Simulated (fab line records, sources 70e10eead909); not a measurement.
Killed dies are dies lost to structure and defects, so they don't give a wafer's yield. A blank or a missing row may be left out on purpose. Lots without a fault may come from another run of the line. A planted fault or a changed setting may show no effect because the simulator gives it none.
fab line records | flow nand_harc
record lots=24 wafers=72 last_day=24
route steps=1159 shown P_ZERO_WELL@31 P_STI@85 P_GATE@141
lots that met no fault: from a run of the same line without faults
start_h: hours from the record's first day to the start of the lot's first wafer shown | wait_h: hours since the lot's step before | " the same as in the row above | L1.1+2: a row that stands for several wafers | - no value, or no start given | * or withheld: withheld | < > ~ a bound
route shown NAME@n: a module of which the file shows steps, and the number in the route of the first | usual: mean/standard deviation of fault-free wafers | same: alike in all rows | chamber/n: place in a boat | sites: the reading at each site | _std_site: their standard deviation | _edge_site: outer sites' mean less inner sites' | radius_mm: how far each site lies from the wafer's centre | mask NAME#n: copy n | behind: the tool/chamber that last shaped the wafer | hold: why the lot was held/for how many hours/how that ended | device: the transistor (n, p or np) that didn't switch | end of line: the same wafers' tests at the end of the route | a step without rows: its recipe alone | killed: dies lost to structure and defects at the first sort, not the wafer's yield | map: a wafer's dies, x killed, . not, _ none there
set.NAME: the setting as run; set.NAME@STEP: as run at that earlier step | model.NAME: the simulator's own value behind a step, which no gauge read
steps of the route over a sample of lots; a table a step, a row a wafer
services: from which hour (start_h, from the record's first day; less than 0 if before it) a tool's chamber was out of use, for how many hours, and why
## steps
# step NHARC_P_ZERO_WELL_DESCUM_26
# recipe time_s=3 o2_flow_sccm=200 ar_flow_sccm=0 bias_power_w=0 chemistry=O2
# usual drypump_motor_current_A=5.9/0.42 oes_product_au=1.000/0.007 rf_vpp_V=57.9/0.86 showerhead_plenum_p_Torr=1.95/0.082 throttle_valve_pct=11.312/0.0096
# columns lot.wafer tool chamber start_h wait_h drypump_motor_current_A oes_product_au rf_hours_counter_h rf_vpp_V showerhead_plenum_p_Torr throttle_valve_pct
L074.3 rie_diel-07 3 14.78 - 5.8 1.006 6 57.3 1.94 11.299
L074.2 " 0 " " 4.8 1.023 7 57.1 1.85 11.304
L074.5 " 3 " " 5.8 1.014 - 57.3 1.94 11.318
L075.2 rie_diel-13 3 20.76 - 5.8 0.997 7 59.2 2.03 11.301
L075.5 " 1 " " 5.6 0.995 - 58.3 1.92 11.301
L075.6 " 2 " " 5.9 0.997 - 57.7 1.79 11.291
L076.1 rie_diel-08 1 26.95 - 6.7 1.008 3 58.2 2.01 11.308
L076.2 " 3 " " 5.9 1.005 4 58.8 2.06 11.314
L076.6 " 0 " " 6.3 0.995 - 58.8 1.88 11.320
L077.3 rie_diel-08 0 32.63 - 6.3 0.989 5 57.2 1.88 11.314
L077.2 " 1 " " 6.6 0.993 5 59.6 2.01 11.319
L077.4 " 0 " " 6.3 0.999 - 56.0 1.88 11.310
L078.2 rie_diel-08 1 38.68 - 6.7 1.002 5 58.0 2.01 11.307
L078.3 " 3 " " 5.9 1.009 5 58.4 2.06 11.304
L078.1 " 0 " " 6.3 0.988 5 57.2 1.88 11.313
L079.4 rie_diel-13 1 44.61 - 5.6 0.996 9 57.4 1.92 11.305
L079.2 " 2 " " 6.0 1.000 8 56.9 1.79 11.326
L079.3 " 0 " " 6.3 0.989 10 56.3 1.91 11.309
L080.1 rie_diel-08 2 50.62 - 5.6 0.996 4 58.5 2.00 11.306
L080.2 " 0 " " 6.3 0.993 6 58.1 1.88 11.310
L080.6 " 3 " " 5.9 1.001 - 58.5 2.06 11.322
L081.2 rie_diel-08 0 56.66 - 6.3 0.996 6 58.1 1.88 11.313
L081.3 " 2 " " 5.6 0.999 4 56.7 2.00 11.293
L081.5 " 1 " " 6.7 0.988 - 57.9 2.01 11.317
L082.3 rie_diel-13 1 62.79 - 5.6 1.003 10 58.3 1.92 11.312
L082.2 " 3 " " 5.8 1.006 10 58.6 2.03 11.322
L082.5 " 1 " " 5.6 0.995 - 56.8 1.92 11.306
L083.3 rie_diel-08 3 69.19 - 5.9 0.999 8 58.9 2.06 11.332
L083.2 " 0 " " 6.3 1.006 8 58.6 1.88 11.309
L083.4 " 1 " " 6.7 1.000 7 57.2 2.01 11.328
L084.1 rie_diel-07 1 74.63 - 5.6 0.995 2 58.2 2.06 11.317
L084.2 " 2 " " 6.1 0.995 1 57.8 1.96 11.314
L084.6 " 1 " " 5.6 0.998 - 58.6 2.06 11.289
L085.3 rie_diel-08 3 80.58 - 5.9 0.999 8 57.3 2.06 11.310
L085.2 " 0 " " 6.3 0.999 8 58.1 1.88 11.298
L085.5 " 3 " " 5.9 1.007 - 59.0 2.06 11.301
L086.3 rie_diel-13 1 86.63 - 5.6 0.996 11 59.0 1.92 11.299
L086.6 " 1 " " 5.6 1.001 - 58.8 1.92 11.332
L086.5 " 2 " " 6.0 0.996 - 57.4 1.79 11.310
L087.2 rie_diel-13 2 92.64 - 5.9 0.996 11 56.5 1.79 11.330
L087.3 " 0 " " 6.2 1.001 13 58.4 1.91 11.318
L087.5 " 3 " " 5.8 1.016 - 59.5 2.03 11.316
L088.4 rie_diel-08 2 98.65 - 5.6 1.005 8 59.2 2.00 11.320
L088.5 " 0 " " 6.3 1.004 - 58.6 1.88 11.318
L088.6 " 1 " " 6.7 1.004 - 58.1 2.01 11.313
L089.2 rie_diel-07 2 104.75 - 6.1 0.989 3 58.3 1.96 11.315
L089.1 " 3 " " 5.8 1.006 3 58.0 1.94 11.336
L089.3 " 0 " " 4.8 1.005 4 57.7 1.85 11.296
L090.1 rie_diel-08 0 110.69 - 6.3 0.987 11 57.7 1.88 11.303
L090.5 " 2 " " 5.6 0.999 - 56.9 2.00 11.304
L090.6 " 3 " " 5.9 1.002 - 58.3 2.06 11.316
L091.2 rie_diel-07 1 116.81 - 5.6 0.994 4 58.2 2.06 11.307
L091.5 " 2 " " 6.1 1.006 - 56.9 1.96 11.291
L091.6 " 3 " " 5.8 0.987 - 57.8 1.94 11.311
L092.4 rie_diel-13 0 123.34 - 6.3 1.006 1 57.7 1.91 11.303
L092.1 " 1 " " 5.6 1.001 0 58.2 1.92 11.311
L092.2 " 2 " " 5.9 1.004 1 58.0 1.79 11.313
L093.3 rie_diel-13 3 128.77 - 5.8 1.002 1 58.8 2.03 11.309
L093.5 " 3 " " 5.8 1.001 - 59.2 2.03 11.301
L093.6 " 0 " " 6.3 1.002 - 58.2 1.91 11.313
L094.2 rie_diel-07 1 135.12 - 5.6 0.989 5 57.2 2.06 11.309
L094.3 " 2 " " 6.1 0.996 5 58.1 1.96 11.321
L094.6 " 0 " " 4.8 0.998 - 57.9 1.85 11.316
L095.1 rie_diel-08 1 140.63 - 6.6 1.000 0 57.9 2.01 11.316
L095.2 " 3 " " 6.0 1.002 1 59.1 2.06 11.321
L095.5 " 2 " " 5.6 1.002 - 57.7 2.00 11.302
L096.2 rie_diel-08 2 146.71 - 5.6 0.990 1 56.6 2.00 11.305
L096.3 " 0 " " 6.3 0.993 1 56.0 1.88 11.303
L096.6 " 2 " " 5.6 0.997 - 58.5 2.00 11.307
L097.4 rie_diel-13 1 152.70 - 5.6 1.009 2 57.1 1.92 11.305
L097.1 " 2 " " 5.9 1.006 2 58.6 1.79 11.284
L097.2 " 0 " " 6.3 1.016 2 57.6 1.91 11.302
# step NHARC_P_ZERO_WELL_CD_MEAS_52
# recipe target_cd_nm=2000 landing_energy_ev=500
# usual cd_nm=2000.1/1.3
# columns lot.wafer tool chamber start_h wait_h cd_nm
L074.2 cd_sem-03 0 17.91 - 1999.5
L074.3 " 0 " " 1997.9
L074.5 " 0 " " 1998.1
L075.2 cd_sem-03 0 23.86 - 2000.6
L075.5 " 0 " " 1998.7
L075.6 " 0 " " 2000.5
L076.1 cd_sem-01 0 30.12 - 1999.9
L076.2 " 0 " " 1998.7
L076.6 " 0 " " 2000.9
L077.2 cd_sem-03 0 35.80 - 2002.3
L077.3 " 0 " " 2001.7
L077.4 " 0 " " 2001.7
L078.1 cd_sem-02 0 41.85 - 2000.6
L078.2 " 0 " " 2000.6
L078.3 " 0 " " 2000.6
L079.2 cd_sem-03 0 47.74 - 1998.3
L079.3 " 0 " " 2000.7
L079.4 " 0 " " 1999.6
L080.1 cd_sem-01 0 53.64 - 2000.2
L080.2 " 0 " " 1999.1
L080.6 " 0 " " 1999.8
L081.2 cd_sem-01 0 59.54 - 2001.6
L081.3 " 0 " " 1999.8
L081.5 " 0 " " 1999.8
L082.2 cd_sem-01 0 65.91 - 1998.9
L082.3 " 0 " " 1999.1
L082.5 " 0 " " 1997.3
L083.2 cd_sem-03 0 72.07 - 2001.6
L083.3 " 0 " " 2000.1
L083.4 " 0 " " 2000.8
L084.1 cd_sem-02 0 77.64 - 2000.2
L084.2 " 0 " " 1999.0
L084.6 " 0 " " 1999.4
L085.2 cd_sem-03 0 83.46 - 1999.4
L085.3 " 0 " " 2001.2
L085.5 " 0 " " 1999.8
L086.3 cd_sem-03 0 89.79 - 2000.0
L086.5 " 0 " " 1999.7
L086.6 " 0 " " 2001.1
L087.2 cd_sem-01 0 95.78 - 2000.9
L087.3 " 0 " " 2000.6
L087.5 " 0 " " 1998.7
L088.4 cd_sem-02 0 101.75 - 1997.8
L088.5 " 0 " " 1998.9
L088.6 " 0 " " 1999.5
L089.1 cd_sem-03 0 107.88 - 2001.0
L089.2 " 0 " " 2001.3
L089.3 " 0 " " 2002.0
L090.1 cd_sem-03 0 113.55 - 1999.0
L090.5 " 0 " " 1999.2
L090.6 " 0 " " 1998.3
L091.2 cd_sem-01 0 119.92 - 2000.3
L091.5 " 0 " " 2001.5
L091.6 " 0 " " 2000.0
L092.1 cd_sem-03 0 126.19 - 2002.6
L092.2 " 0 " " 2002.7
L092.4 " 0 " " 2002.8
L093.3 cd_sem-01 0 131.78 - 2000.0
L093.5 " 0 " " 1999.6
L093.6 " 0 " " 1998.9
L094.2 cd_sem-02 0 138.23 - 1999.2
L094.3 " 0 " " 1999.7
L094.6 " 0 " " 2000.0
L095.1 cd_sem-03 0 143.63 - 2001.9
L095.2 " 0 " " 2002.1
L095.5 " 0 " " 2003.3
L096.2 cd_sem-01 0 149.93 - 1999.5
L096.3 " 0 " " 2001.2
L096.6 " 0 " " 1998.9
L097.1 cd_sem-01 0 155.80 - 1999.4
L097.2 " 0 " " 1998.6
L097.4 " 0 " " 1999.1
# step NHARC_P_STI_INSPECT_11
# usual raw_defect_count=5.5/2.8
# columns lot.wafer tool chamber start_h wait_h raw_defect_count
L075.2 defect_inspect-02 - 45.31 0.0 5
L075.5 " - " " 6
L075.6 " - " " 4
L074.2 defect_inspect-01 - 45.34 0.0 8
L074.3 " - " " 8
L074.5 " - " " 8
L076.1 defect_inspect-02 - 45.50 0.0 2
L076.2 " - " " 7
L076.6 " - " " 6
L077.2 defect_inspect-01 - 53.03 0.0 5
L077.3 " - " " 4
L077.4 " - " " 11
L078.1 defect_inspect-01 - 59.05 0.0 4
L078.2 " - " " 7
L078.3 " - " " 3
L079.2 defect_inspect-01 - 66.91 0.0 8
L079.3 " - " " 6
L079.4 " - " " 4
L080.1 defect_inspect-02 - 70.84 0.0 7
L080.2 " - " " 3
L080.6 " - " " 4
L081.2 defect_inspect-02 - 76.89 0.0 3
L081.3 " - " " 2
L081.5 " - " " 1
L082.2 defect_inspect-02 - 83.98 0.0 12
L082.3 " - " " 6
L082.5 " - " " 7
L083.2 defect_inspect-01 - 91.22 0.0 8
L083.3 " - " " 6
L083.4 " - " " 3
L084.1 defect_inspect-02 - 94.90 0.0 6
L084.2 " - " " 8
L084.6 " - " " 8
L085.2 defect_inspect-01 - 103.31 0.0 8
L085.3 " - " " 9
L085.5 " - " " 4
L086.3 defect_inspect-01 - 111.66 0.0 5
L086.5 " - " " 6
L086.6 " - " " 6
L087.2 defect_inspect-02 - 111.82 0.0 4
L087.3 " - " " 2
L087.5 " - " " 7
L088.4 defect_inspect-02 - 119.01 0.0 4
L088.5 " - " " 4
L088.6 " - " " 7
L089.1 defect_inspect-01 - 125.08 0.0 8
L089.2 " - " " 0
L089.3 " - " " 8
L090.1 defect_inspect-02 - 132.40 0.0 11
L090.5 " - " " 8
L090.6 " - " " 11
L091.2 defect_inspect-01 - 138.20 0.0 4
L091.5 " - " " 4
L091.6 " - " " 3
L092.1 defect_inspect-01 - 144.33 0.0 3
L092.2 " - " " 4
L092.4 " - " " 5
L093.3 defect_inspect-01 - 149.25 0.0 2
L093.5 " - " " 2
L093.6 " - " " 5
L094.2 defect_inspect-02 - 156.59 0.0 4
L094.3 " - " " 8
L094.6 " - " " 12
L095.1 defect_inspect-02 - 161.15 0.0 3
L095.2 " - " " 6
L095.5 " - " " 7
L096.2 defect_inspect-02 - 169.53 0.0 5
L096.3 " - " " 3
L096.6 " - " " 2
L097.1 defect_inspect-01 - 173.85 0.0 4
L097.2 " - " " 5
L097.4 " - " " 2
# step NHARC_P_STI_ETCH_15
# recipe target_depth_a=3000 taper_deg=4 time_s=100.1 hbr_flow_sccm=150 cl2_flow_sccm=50 rf_w=400 icp_w=400 bias_w=100 chemistry=HBr/Cl2
# usual drypump_motor_current_A=5.7/0.55 oes_product_au=1.000/0.0075 throttle_valve_pct=26.406/0.0085
# columns lot.wafer tool chamber start_h wait_h drypump_motor_current_A oes_product_au rf_hours_counter_h throttle_valve_pct
L075.2 rie_si-04 1 45.76 - 5.6 1.003 1.0 26.404
L075.5 " 3 " " 5.7 0.998 - 26.394
L075.6 " 0 " " 5.6 0.997 - 26.414
L074.2 rie_si-02 1 45.77 - 6.5 1.015 0.1 26.403
L074.3 " 3 " " 5.5 1.003 0.0 26.401
L074.5 " 2 " " 6.2 0.998 - 26.404
L076.1 rie_si-05 2 46.05 - 5.0 1.004 1.0 26.408
L076.2 " 3 " " 5.7 1.014 1.0 26.404
L076.6 " 2 " " 5.0 1.003 - 26.421
L077.3 rie_si-02 1 53.43 - 6.6 1.009 0.1 26.400
L077.4 " 3 " " 5.5 0.995 0.1 26.412
L077.2 " 0 " " 4.7 1.004 0.1 26.405
L078.3 rie_si-02 0 59.47 - 4.8 1.015 0.1 26.388
L078.1 " 2 " " 6.2 1.013 0.2 26.412
L078.2 " 3 " " 5.5 1.007 0.1 26.401
L079.4 rie_si-04 3 67.34 - 5.7 1.002 1.0 26.397
L079.2 " 0 " " 5.6 1.001 1.0 26.407
L079.3 " 1 " " 5.6 0.992 1.1 26.405
L080.1 rie_si-05 1 71.29 - 5.2 0.999 0.0 26.400
L080.2 " 2 " " 5.0 0.995 0.0 26.416
L080.6 " 1 " " 5.2 0.996 - 26.412
L081.2 rie_si-04 2 77.31 - 5.7 0.991 1.1 26.394
L081.3 " 3 " " 5.7 1.000 1.1 26.403
L081.5 " 1 " " 5.6 1.003 - 26.412
L082.2 rie_si-02 1 84.39 - 6.5 0.989 0.4 26.413
L082.3 " 3 " " 5.5 0.994 0.3 26.420
L082.5 " 2 " " 6.2 1.005 - 26.406
L083.4 rie_si-04 2 91.63 - 5.7 1.007 1.2 26.409
L083.3 " 3 " " 5.7 1.001 1.2 26.408
L083.2 " 1 " " 5.6 0.995 1.4 26.416
L084.1 rie_si-02 0 95.32 - 4.8 0.999 0.4 26.397
L084.2 " 2 " " 6.2 0.998 0.4 26.403
L084.6 " 0 " " 4.8 1.013 - 26.400
L085.3 rie_si-02 1 103.72 - 6.5 1.002 0.6 26.412
L085.2 " 0 " " 4.8 0.996 0.5 26.420
L085.5 " 1 " " 6.5 1.002 - 26.414
L086.3 rie_si-05 0 112.14 - 6.4 0.990 0.2 26.379
L086.5 " 2 " " 5.0 0.998 - 26.396
L086.6 " 3 " " 5.7 0.993 - 26.403
L087.2 rie_si-02 3 112.26 - 5.5 0.989 0.5 26.415
L087.3 " 0 " " 4.8 0.998 0.6 26.411
L087.5 " 2 " " 6.2 1.001 - 26.398
L088.4 rie_si-02 3 119.43 - 5.6 1.003 0.5 26.400
L088.6 " 2 " " 6.2 0.998 - 26.396
L088.5 " 3 " " 5.5 0.987 - 26.406
L089.1 rie_si-04 2 125.49 - 5.7 1.002 0.1 26.406
L089.3 " 0 " " 5.6 1.007 0.1 26.400
L089.2 " 1 " " 5.6 0.995 0.2 26.395
L090.1 rie_si-02 3 132.82 - 5.5 1.003 0.7 26.412
L090.5 " 2 " " 6.2 1.003 - 26.413
L090.6 " 3 " " 5.5 0.992 - 26.412
L091.2 rie_si-05 3 138.62 - 5.7 0.987 0.3 26.392
L091.6 " 2 " " 5.0 0.991 - 26.400
L091.5 " 3 " " 5.7 0.980 - 26.405
L092.2 rie_si-02 3 144.76 - 5.5 0.999 0.8 26.405
L092.4 " 0 " " 4.8 1.000 0.8 26.401
L092.1 " 1 " " 6.5 1.011 0.9 26.396
L093.3 rie_si-02 1 149.66 - 6.6 0.994 1.0 26.410
L093.5 " 1 " " 6.6 1.005 - 26.414
L093.6 " 2 " " 6.2 0.993 - 26.395
L094.3 rie_si-02 1 157.01 - 6.5 1.003 1.1 26.398
L094.2 " 2 " " 6.2 1.001 1.1 26.413
L094.6 " 0 " " 4.8 1.002 - 26.418
L095.1 rie_si-04 1 161.56 - 5.6 0.991 0.3 26.400
L095.2 " 0 " " 5.6 1.007 0.3 26.413
L095.5 " 2 " " 5.8 1.002 - 26.407
L096.3 rie_si-02 3 169.94 - 5.5 0.994 1.0 26.400
L096.2 " 1 " " 6.5 0.996 1.2 26.410
L096.6 " 3 " " 5.5 0.991 - 26.391
L097.1 rie_si-05 2 174.28 - 5.0 1.002 0.7 26.414
L097.2 " 3 " " 5.7 1.008 0.6 26.402
L097.4 " 0 " " 6.4 0.991 0.6 26.412
# step NHARC_P_GATE_CD_MEAS_26
# recipe target_cd_nm=120 landing_energy_ev=500
# usual cd_nm=120.0/0.67
# columns lot.wafer tool chamber start_h wait_h cd_nm
L075.2 cd_sem-03 0 97.61 - 120.9
L075.5 " 0 " " 120.7
L075.6 " 0 " " 120.2
L074.2 cd_sem-03 0 98.05 - 120.4
L074.3 " 0 " " 119.8
L074.5 " 0 " " 120.3
L076.1 cd_sem-02 0 98.38 - 121.2
L076.2 " 0 " " 120.8
L076.6 " 0 " " 120.8
L077.2 cd_sem-03 0 105.09 - 120.0
L077.3 " 0 " " 119.5
L077.4 " 0 " " 120.3
L078.1 cd_sem-03 0 116.21 - 119.1
L078.2 " 0 " " 119.3
L078.3 " 0 " " 120.0
L079.2 cd_sem-01 0 127.18 - 120.5
L079.3 " 0 " " 120.8
L079.4 " 0 " " 120.2
L080.1 cd_sem-03 0 127.70 - 120.0
L080.2 " 0 " " 120.1
L080.6 " 0 " " 120.1
L081.2 cd_sem-03 0 131.73 - 119.4
L081.3 " 0 " " 119.6
L081.5 " 0 " " 120.2
L082.2 cd_sem-02 0 138.02 - 119.5
L082.3 " 0 " " 119.2
L082.5 " 0 " " 119.8
L083.2 cd_sem-03 0 143.57 - 119.1
L083.3 " 0 " " 119.5
L083.4 " 0 " " 119.8
L084.1 cd_sem-02 0 143.83 - 120.3
L084.2 " 0 " " 120.5
L084.6 " 0 " " 121.0
L085.2 cd_sem-03 0 167.22 - 119.3
L085.3 " 0 " " 118.9
L085.5 " 0 " " 119.8
L088.4 cd_sem-01 0 167.52 - 119.3
L088.5 " 0 " " 119.8
L088.6 " 0 " " 119.1
L087.2 cd_sem-03 0 167.67 - 120.5
L087.3 " 0 " " 120.6
L087.5 " 0 " " 121.6
L086.3 cd_sem-01 0 167.88 - 119.9
L086.5 " 0 " " 119.9
L086.6 " 0 " " 119.8
L089.1 cd_sem-02 0 181.53 - 120.0
L089.2 " 0 " " 119.2
L089.3 " 0 " " 120.4
L090.1 cd_sem-01 0 181.68 - 118.9
L090.5 " 0 " " 119.0
L090.6 " 0 " " 119.0
L091.2 cd_sem-03 0 191.82 - 120.9
L091.5 " 0 " " 120.4
L091.6 " 0 " " 120.5
L094.2 cd_sem-02 0 202.05 - 120.2
L094.3 " 0 " " 120.8
L094.6 " 0 " " 121.0
L092.1 cd_sem-02 0 202.66 - 119.5
L092.2 " 0 " " 119.5
L092.4 " 0 " " 119.9
L093.3 cd_sem-03 0 203.08 - 119.6
L093.5 " 0 " " 120.1
L093.6 " 0 " " 119.7
L095.1 cd_sem-01 0 215.90 - 119.5
L095.2 " 0 " " 119.2
L095.5 " 0 " " 119.2
L097.1 cd_sem-03 0 218.91 - 120.4
L097.2 " 0 " " 121.2
L097.4 " 0 " " 120.4
L096.2 cd_sem-02 0 219.06 - 120.9
L096.3 " 0 " " 120.7
L096.6 " 0 " " 121.0
# step NHARC_P_GATE_ETCH_32
# recipe target_depth_a=1500 over_etch_frac=1 over_etch_ion_energy_ev=40 time_s=100.1 hbr_flow_sccm=150 cl2_flow_sccm=50 rf_w=400 icp_w=400 bias_w=100 chemistry=HBr/Cl2
# usual drypump_motor_current_A=5.7/0.5 oes_product_au=0.998/0.0077 throttle_valve_pct=26.405/0.0092
# columns lot.wafer tool chamber start_h wait_h drypump_motor_current_A oes_product_au rf_hours_counter_h throttle_valve_pct
L075.2 rie_si-03 3 98.80 - 5.9 1.009 1.1 26.412
L075.5 " 3 " " 5.9 1.013 - 26.403
L075.6 " 1 " " 5.6 1.003 - 26.391
L076.2 rie_si-06 2 99.42 - 4.9 0.998 0.8 26.408
L076.1 " 0 " " 6.2 0.991 0.6 26.404
L076.6 " 2 " " 4.9 0.997 - 26.404
L074.2 rie_si-03 2 99.46 - 5.9 0.998 1.3 26.415
L074.3 " 1 " " 5.5 0.993 1.3 26.411
L074.5 " 3 " " 5.9 0.997 - 26.413
L077.2 rie_si-06 2 106.04 - 4.9 0.989 0.9 26.408
L077.3 " 3 " " 6.1 0.997 0.8 26.388
L077.4 " 2 " " 4.9 0.991 - 26.389
L078.3 rie_si-01 3 116.95 - 5.7 0.996 1.5 26.416
L078.2 " 1 " " 5.6 1.012 1.4 26.410
L078.1 " 2 " " 6.4 0.996 1.5 26.407
L079.4 rie_si-06 1 127.93 - 6.1 1.006 0.7 26.419
L079.3 " 3 " " 6.2 0.997 1.1 26.401
L079.2 " 0 " " 6.2 0.998 0.9 26.418
L080.1 rie_si-03 1 128.38 - 5.6 1.015 1.5 26.409
L080.2 " 2 " " 5.9 1.017 1.5 26.417
L080.6 " 0 " " 5.2 1.007 - 26.403
L081.3 rie_si-06 0 132.39 - 6.2 1.009 0.9 26.393
L081.2 " 3 " " 6.1 0.996 1.2 26.395
L081.5 " 0 " " 6.3 0.984 - 26.417
L082.3 rie_si-01 1 139.01 - 5.6 1.004 0.1 26.405
L082.2 " 3 " " 5.7 1.008 0.0 26.412
L082.5 " 1 " " 5.6 0.999 - 26.404
L083.3 rie_si-01 3 144.35 - 5.7 1.000 0.1 26.402
L083.2 " 0 " " 4.9 0.992 0.1 26.419
L083.4 " 1 " " 5.7 1.007 0.1 26.394
L084.2 rie_si-06 1 144.64 - 6.1 0.987 1.0 26.415
L084.1 " 2 " " 4.9 0.998 1.3 26.407
L084.6 " 3 " " 6.1 0.995 - 26.401
L085.2 rie_si-03 2 168.08 - 5.9 0.998 0.0 26.414
L085.3 " 1 " " 5.6 0.987 0.0 26.421
L085.5 " 2 " " 5.9 0.993 - 26.401
L088.4 rie_si-06 3 168.70 - 6.1 1.005 1.5 26.404
L088.5 " 2 " " 4.9 0.999 - 26.392
L088.6 " 3 " " 6.1 0.991 - 26.387
L087.2 rie_si-03 0 168.80 - 5.2 0.996 0.1 26.391
L087.3 " 2 " " 5.9 0.999 0.1 26.382
L087.5 " 1 " " 5.6 0.999 - 26.413
L086.3 rie_si-06 0 168.97 - 6.2 0.995 1.4 26.417
L086.6 " 1 " " 6.1 0.994 - 26.403
L086.5 " 2 " " 4.9 0.997 - 26.399
L089.2 rie_si-06 2 182.46 - 4.9 1.003 1.7 26.407
L089.3 " 3 " " 6.2 1.015 1.7 26.425
L089.1 " 0 " " 6.3 0.990 1.5 26.411
L090.1 rie_si-01 2 182.57 - 6.4 1.006 0.4 26.420
L090.6 " 0 " " 4.9 0.987 - 26.400
L090.5 " 1 " " 5.7 0.997 - 26.388
L091.2 rie_si-06 3 192.61 - 6.1 1.003 0.0 26.394
L091.6 " 1 " " 6.1 0.991 - 26.385
L091.5 " 2 " " 4.9 1.002 - 26.391
L094.3 rie_si-06 2 202.81 - 4.9 0.999 0.1 26.391
L094.2 " 0 " " 6.2 1.007 0.1 26.408
L094.6 " 2 " " 4.9 1.001 - 26.407
L092.4 rie_si-03 1 203.34 - 5.5 0.993 0.5 26.414
L092.1 " 3 " " 5.9 0.991 0.2 26.404
L092.2 " 0 " " 5.2 0.998 0.5 26.411
L093.3 rie_si-01 0 203.76 - 5.0 0.992 0.7 26.405
L093.6 " 2 " " 6.4 1.011 - 26.415
L093.5 " 3 " " 5.7 1.005 - 26.407
L095.2 rie_si-03 0 216.54 - 5.1 0.993 0.6 26.403
L095.1 " 2 " " 5.9 1.009 0.6 26.413
L095.5 " 0 " " 5.1 0.998 - 26.416
L097.1 rie_si-01 3 220.19 - 5.7 0.998 0.8 26.413
L097.2 " 0 " " 4.9 0.992 0.8 26.393
L097.4 " 1 " " 5.7 0.992 0.8 26.410
L096.3 rie_si-03 0 220.27 - 5.2 0.999 0.7 26.394
L096.2 " 2 " " 5.9 0.999 0.7 26.401
L096.6 " 3 " " 5.9 0.998 - 26.410
## services
# columns tool chamber start_h hours kind
rie_si-06 - 6.00 9.0 pm
rie_si-03 1 10.58 1.0 repair
rie_diel-08 2 22.91 10.3 repair
rie_si-06 1 33.08 5.0 repair
rie_si-02 3 33.67 3.4 repair
rie_si-02 - 34.00 9.0 pm
rie_diel-08 - 44.52 0.2 repair
rie_si-06 3 47.07 4.2 repair
rie_si-03 3 76.98 12.8 repair
rie_si-03 1 90.06 7.9 repair
rie_diel-13 - 99.00 9.0 pm
rie_si-06 1 103.53 2.5 repair
rie_si-03 2 112.60 3.5 repair
rie_si-06 1 119.08 7.6 repair
rie_diel-08 - 124.80 9.0 pm
rie_diel-08 1 134.37 3.4 repair
rie_diel-08 1 144.04 3.7 repair
rie_diel-08 3 153.12 4.3 repair
rie_si-03 3 153.82 23.5 repair
rie_si-03 - 155.00 9.0 pm
rie_si-06 - 183.00 9.0 pm
rie_diel-08 - 192.67 0.3 repair
rie_si-02 - 211.00 9.0 pm
rie_diel-13 1 213.05 1.9 repair
## key
fault none
